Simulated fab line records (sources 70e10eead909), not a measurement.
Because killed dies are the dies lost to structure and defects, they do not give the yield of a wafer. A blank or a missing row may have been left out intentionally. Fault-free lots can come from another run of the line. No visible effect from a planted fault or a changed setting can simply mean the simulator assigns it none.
Which tool did it? ; flow nand-harc ; 24 lots with 72 wafers sampled at 6 steps, on a route of 1159 steps

== WHAT THE GAUGES READ, wafer by wafer ==
NHARC_A_BLC_CD_MEAS_10 targets a cd of 100 nm.
lot;measured;on;cd-nm (nm)
L074;day 17 08:56;cd-sem-02;100.8 100.0 99.8
L078;day 17 18:20;cd-sem-01;100.2 100.5 99.6
L075;day 17 18:45;cd-sem-03;99.2 100.0 99.9
L076;day 17 20:23;cd-sem-01;100.5 99.9 100.0
L080;day 17 20:51;cd-sem-02;99.4 100.2 99.8
L079;day 18 02:59;cd-sem-03;100.3 100.0 99.8
L077;day 18 03:58;cd-sem-02;100.0 100.6 100.2
L081;day 19 06:11;cd-sem-01;99.6 99.0 100.1
L082;day 19 06:40;cd-sem-02;100.5 100.9 101.0
L083;day 19 16:39;cd-sem-01;100.8 100.8 100.7
L085;day 20 01:59;cd-sem-01;100.5 100.7 100.4
L084;day 20 03:53;cd-sem-02;100.2 100.8 100.8
L087;day 20 10:22;cd-sem-03;99.9 99.4 99.1
L088;day 20 21:34;cd-sem-01;100.2 100.2 99.6
L086;day 21 04:02;cd-sem-01;100.9 99.1 100.3
L089;day 21 05:16;cd-sem-02;99.8 99.8 99.8
L090;day 21 13:28;cd-sem-01;98.5 99.5 98.8
L092;day 21 23:08;cd-sem-02;100.0 99.6 100.0
L095;day 21 23:28;cd-sem-03;99.8 99.5 99.4
L091;day 22 00:00;cd-sem-01;98.8 100.9 100.0
L094;day 22 00:40;cd-sem-01;99.7 100.8 99.3
L093;day 22 10:29;cd-sem-03;101.3 99.9 100.3
L096;day 22 20:46;cd-sem-02;100.3 99.0 99.6
L097;day 23 03:17;cd-sem-01;99.7 100.5 100.8

NHARC_A_M1_CD_MEAS_09 targets a cd of 120 nm.
lot;measured;on;cd-nm (nm)
L074;day 17 20:50;cd-sem-01;119.9 119.6 119.8
L078;day 18 02:22;cd-sem-01;119.7 120.3 119.7
L075;day 18 07:01;cd-sem-01;120.1 119.5 120.0
L076;day 18 07:10;cd-sem-02;120.1 119.2 119.5
L080;day 18 07:55;cd-sem-01;118.7 119.8 118.9
L079;day 18 11:10;cd-sem-03;119.0 119.8 120.5
L077;day 18 12:14;cd-sem-02;119.9 119.6 120.1
L081;day 19 14:56;cd-sem-03;119.2 119.9 120.2
L082;day 19 15:16;cd-sem-03;119.7 119.4 119.7
L083;day 20 13:17;cd-sem-02;119.9 119.9 120.3
L085;day 20 15:29;cd-sem-03;119.0 119.1 119.1
L084;day 21 00:13;cd-sem-03;119.1 119.5 120.4
L087;day 21 01:39;cd-sem-03;119.2 118.5 119.8
L088;day 21 08:51;cd-sem-03;119.3 119.5 119.4
L086;day 21 17:04;cd-sem-02;119.9 120.4 120.0
L089;day 21 18:14;cd-sem-03;119.4 119.3 119.5
L090;day 21 22:02;cd-sem-02;119.8 120.0 119.6
L092;day 22 11:20;cd-sem-01;119.9 119.4 119.7
L095;day 22 11:38;cd-sem-03;120.2 120.5 119.9
L091;day 22 12:13;cd-sem-03;120.1 119.2 119.2
L094;day 22 15:02;cd-sem-03;119.3 120.2 118.8
L093;day 22 19:25;cd-sem-01;119.4 119.0 120.2
L096;day 23 04:47;cd-sem-02;121.0 119.4 120.6
L097;day 23 15:13;cd-sem-02;119.8 119.6 119.7

NHARC_A_M1_OVL_MEAS_10: pitch 240 nm.
lot;measured;on;overlay-x-nm (nm);overlay-y-nm (nm)
L074;day 17 20:55;overlay-02;0.4 -0.2 0.4;-0.2 -0.6 -0.4
L078;day 18 02:27;overlay-01;0.3 0.5 0.4;1.6 1.2 1.1
L075;day 18 07:05;overlay-01;-1.8 -1.5 -1.2;-1.1 -0.9 -0.7
L076;day 18 07:14;overlay-01;0.8 0.9 0.9;0.8 1.5 1.5
L080;day 18 07:59;overlay-01;-1.3 -1.5 -1.4;-0.1 0.6 -0.4
L079;day 18 11:16;overlay-02;0.8 1.2 1.0;1.4 1.8 1.6
L077;day 18 12:19;overlay-02;0.3 0.2 0.4;0.0 0.0 0.5
L081;day 19 15:02;overlay-02;0.8 0.2 -0.1;-2.7 -2.7 -2.4
L082;day 19 15:21;overlay-01;1.0 0.8 1.1;-0.4 -0.5 -0.7
L083;day 20 13:23;overlay-01;1.6 1.2 1.2;0.2 0.5 0.2
L085;day 20 15:34;overlay-02;-0.1 0.0 0.0;0.7 0.9 0.7
L084;day 21 00:18;overlay-01;1.0 0.4 0.4;-0.2 -0.1 -0.2
L087;day 21 01:44;overlay-01;-0.8 -0.1 -0.2;-0.2 0.1 0.5
L088;day 21 08:56;overlay-02;-0.2 0.1 -0.1;0.1 0.8 0.7
L086;day 21 17:09;overlay-02;1.8 1.6 1.4;1.2 1.0 1.0
L089;day 21 18:20;overlay-02;0.1 0.0 0.4;1.0 0.6 0.6
L090;day 21 22:07;overlay-01;0.2 0.6 0.5;1.3 1.0 1.6
L092;day 22 11:26;overlay-02;1.0 1.3 1.3;-0.1 -0.3 -0.6
L095;day 22 11:44;overlay-01;-1.0 -0.1 -0.1;1.6 1.5 1.6
L091;day 22 12:18;overlay-01;-0.9 -0.7 -1.3;-1.2 -1.7 -0.4
L094;day 22 15:07;overlay-02;0.1 -0.7 -0.8;-0.3 0.2 -0.8
L093;day 22 19:31;overlay-02;-1.4 -1.4 -1.6;0.6 1.3 0.4
L096;day 23 04:53;overlay-02;-0.2 -0.4 -0.3;-1.2 -1.8 -1.4
L097;day 23 15:19;overlay-02;0.3 0.4 0.9;1.8 1.5 1.4

== TOOL THAT RAN EACH LOT (tool first, then ch and the chambers of the sampled wafers, then the start) ==
lot;NHARC_A_CONTACT_ETCH_139;NHARC_A_M0_DESCUM_14;NHARC_A_M0_CMP_23
L074;har-cap-etch-01 ch 0,1, day 16 23:37;rie-diel-13 ch 2,3, day 17 16:59;cmp-04 ch 0,1,3, day 17 19:05
L078;har-cap-etch-01 ch 0,1, day 17 11:15;rie-diel-09 ch 1,2, day 17 22:37;cmp-01 ch 0,1,2, day 18 00:38
L075;har-cap-etch-03 ch 0,1, day 17 12:42;rie-diel-09 ch 1,2, day 18 02:52;cmp-01 ch 0,1,2, day 18 05:06
L076;har-cap-etch-03 ch 0, day 17 16:53;rie-diel-06 ch 0,1,2, day 18 03:19;cmp-04 ch 0,1,2, day 18 05:23
L080;har-cap-etch-02 ch 0,1, day 17 17:14;rie-diel-13 ch 1,3, day 18 03:44;cmp-03 ch 0,3, day 18 05:47
L079;har-cap-etch-01 ch 0, day 17 20:30;rie-diel-09 ch 1,2,3, day 18 07:16;cmp-03 ch 0,1,3, day 18 09:19
L077;har-cap-etch-03 ch 1, day 17 21:52;rie-diel-06 ch 1,3, day 18 08:11;cmp-04 ch 0,1, day 18 10:13
L081;har-cap-etch-02 ch 0,1, day 19 00:29;rie-diel-13 ch 0,1,3, day 19 10:30;cmp-04 ch 0,1,2, day 19 12:38
L082;har-cap-etch-01 ch 0,1, day 19 00:57;rie-diel-13 ch 0,3, day 19 10:54;cmp-04 ch 1,2, day 19 12:56
L083;har-cap-etch-02 ch 0,1, day 19 09:37;rie-diel-09 ch 0,2,3, day 20 09:13;cmp-01 ch 0,1,3, day 20 11:37
L085;har-cap-etch-02 ch 0,1, day 19 12:49;rie-diel-13 ch 0,1,2, day 20 11:34;cmp-01 ch 0,1,2, day 20 13:36
L084;har-cap-etch-03 ch 0,1, day 19 15:41;rie-diel-09 ch 1,2,3, day 20 20:19;cmp-04 ch 0,1, day 20 22:17
L087;har-cap-etch-02 ch 0,1, day 19 23:55;rie-diel-13 ch 1,2, day 20 21:20;cmp-01 ch 0,1,3, day 20 23:23
L088;har-cap-etch-01 ch 1, day 20 17:14;rie-diel-06 ch 0,1,2, day 21 05:02;cmp-04 ch 0,2,3, day 21 07:02
L086;har-cap-etch-03 ch 0,1, day 20 20:58;rie-diel-06 ch 0,1,3, day 21 13:07;cmp-04 ch 0,2,3, day 21 15:05
L089;har-cap-etch-03 ch 0,1, day 20 22:44;rie-diel-13 ch 2,3, day 21 14:18;cmp-03 ch 1,2, day 21 16:20
L090;har-cap-etch-03 ch 0,1, day 21 05:37;rie-diel-09 ch 2,3, day 21 18:08;cmp-03 ch 0,2, day 21 20:10
L092;har-cap-etch-02 ch 0,1, day 21 14:55;rie-diel-13 ch 1,2,3, day 22 07:28;cmp-04 ch 0,1,3, day 22 09:38
L095;har-cap-etch-03 ch 0,1, day 21 15:55;rie-diel-09 ch 2,3, day 22 07:42;cmp-03 ch 1,2, day 22 09:47
L091;har-cap-etch-02 ch 0,1, day 21 18:38;rie-diel-09 ch 0,2,3, day 22 08:08;cmp-03 ch 1,2, day 22 10:19
L094;har-cap-etch-03 ch 0,1, day 21 21:08;rie-diel-09 ch 1,2,3, day 22 11:10;cmp-04 ch 0,1,2, day 22 13:11
L093;har-cap-etch-01 ch 0,1, day 22 00:47;rie-diel-13 ch 2,3, day 22 14:57;cmp-01 ch 0,3, day 22 16:59
L096;har-cap-etch-03 ch 0, day 22 17:02;rie-diel-06 ch 1,3, day 23 00:53;cmp-04 ch 1,2, day 23 02:55
L097;har-cap-etch-02 ch 0,1, day 22 23:41;rie-diel-06 ch 1,2, day 23 11:20;cmp-04 ch 1,2,3, day 23 13:26
- NHARC_A_CONTACT_ETCH_139: etches the open film in C4F8/O2/Ar, time 137 s, target depth 590 nm.
- NHARC_A_M0_DESCUM_14: chemistry O2, time 3 s.
- NHARC_A_M0_CMP_23: polishes, t overpolish 20 s, target thk 113.75 nm.

== AS READ BY THE TOOLS THEMSELVES (means over the sampled wafers that have a number; for cases with no such wafer, the mark the record gives instead) ==
NHARC_A_M0_DESCUM_14.
lot;tool;drypump-motor-current-A (A);oes-product-au (a.u.);rf-vpp-V (V);showerhead-plenum-p-Torr (Torr);throttle-valve-pct (%)
L074;rie-diel-13;6.0;0.994;57.9;1.98;11.307
L078;rie-diel-09;6.0;0.998;58.0;2.02;11.307
L075;rie-diel-09;6.0;0.987;58.6;2.03;11.307
L076;rie-diel-06;5.6;0.986;57.3;1.87;11.310
L080;rie-diel-13;5.9;0.990;58.2;1.92;11.315
L079;rie-diel-09;5.9;0.997;58.0;2.04;11.309
L077;rie-diel-06;5.6;1.005;57.4;1.86;11.302
L081;rie-diel-13;5.5;0.993;58.3;1.92;11.320
L082;rie-diel-13;5.4;0.990;57.7;1.93;11.319
L083;rie-diel-09;6.0;0.989;57.6;1.97;11.301
L085;rie-diel-13;5.6;1.001;58.4;1.95;11.314
L084;rie-diel-09;5.9;0.994;58.3;2.04;11.310
L087;rie-diel-13;6.0;1.003;58.3;1.95;11.309
L088;rie-diel-06;5.6;0.999;57.1;1.87;11.315
L086;rie-diel-06;5.6;0.995;57.1;1.85;11.307
L089;rie-diel-13;6.1;0.983;57.6;2.02;11.314
L090;rie-diel-09;5.9;0.981;59.0;2.05;11.316
L092;rie-diel-13;6.0;1.003;57.9;1.97;11.325
L095;rie-diel-09;5.9;0.991;57.2;2.06;11.317
L091;rie-diel-09;6.0;1.003;57.6;1.97;11.311
L094;rie-diel-09;5.9;0.990;58.7;2.04;11.313
L093;rie-diel-13;6.0;0.993;58.1;1.98;11.300
L096;rie-diel-06;5.7;1.002;58.2;1.91;11.315
L097;rie-diel-06;5.7;1.010;56.9;1.88;11.303

NHARC_A_M0_CMP_23.
lot;tool;edge-zone-pressure-frac;motor-current-A (A);time-to-endpoint-s (s)
L074;cmp-04;1.000;12.3;30
L078;cmp-01;0.999;12.8;31
L075;cmp-01;1.000;12.9;28
L076;cmp-04;1.001;12.5;27
L080;cmp-03;0.997;12.3;29
L079;cmp-03;0.998;11.6;29
L077;cmp-04;1.003;12.7;33
L081;cmp-04;0.999;12.7;28
L082;cmp-04;1.006;12.7;26
L083;cmp-01;0.997;12.8;27
L085;cmp-01;0.999;13.2;25
L084;cmp-04;0.999;12.6;32
L087;cmp-01;0.997;13.1;27
L088;cmp-04;1.004;11.8;30
L086;cmp-04;0.994;11.9;30
L089;cmp-03;1.001;10.7;31
L090;cmp-03;1.002;11.4;27
L092;cmp-04;0.998;12.1;27
L095;cmp-03;0.996;11.5;28
L091;cmp-03;0.991;11.0;29
L094;cmp-04;0.996;12.5;29
L093;cmp-01;1.004;12.5;30
L096;cmp-04;1.000;12.9;26
L097;cmp-04;1.004;12.3;25

== THE ANSWER, worked out from the rows above alone ==
Rule: the lots themselves supply what counts as usual. Put in order of their means at a reading, lots are off if they are a third of the lots or fewer, leave a main group of 4 or more, and stand apart from it by a gap of 3 or more times the standard deviation of the main group's means; of several such gaps the widest counts. Not used: any main group whose means are identical at the precision the tables above print for the reading. A lot without any number at a reading at which 4 lots or more have one is off too. All remaining lots with rows at the step are treated as sound. The gauges are gone through in route order, then the tools' own readings, and for those a lot's mean is taken as printed above. The first step at which some lot is off is used, and at that step the reading that is off furthest; a lot without a number counts as furthest.
No lot is off on any of the readings shown, so nothing can be concluded from this.

== WHAT THE SIMULATOR PUT IN ==
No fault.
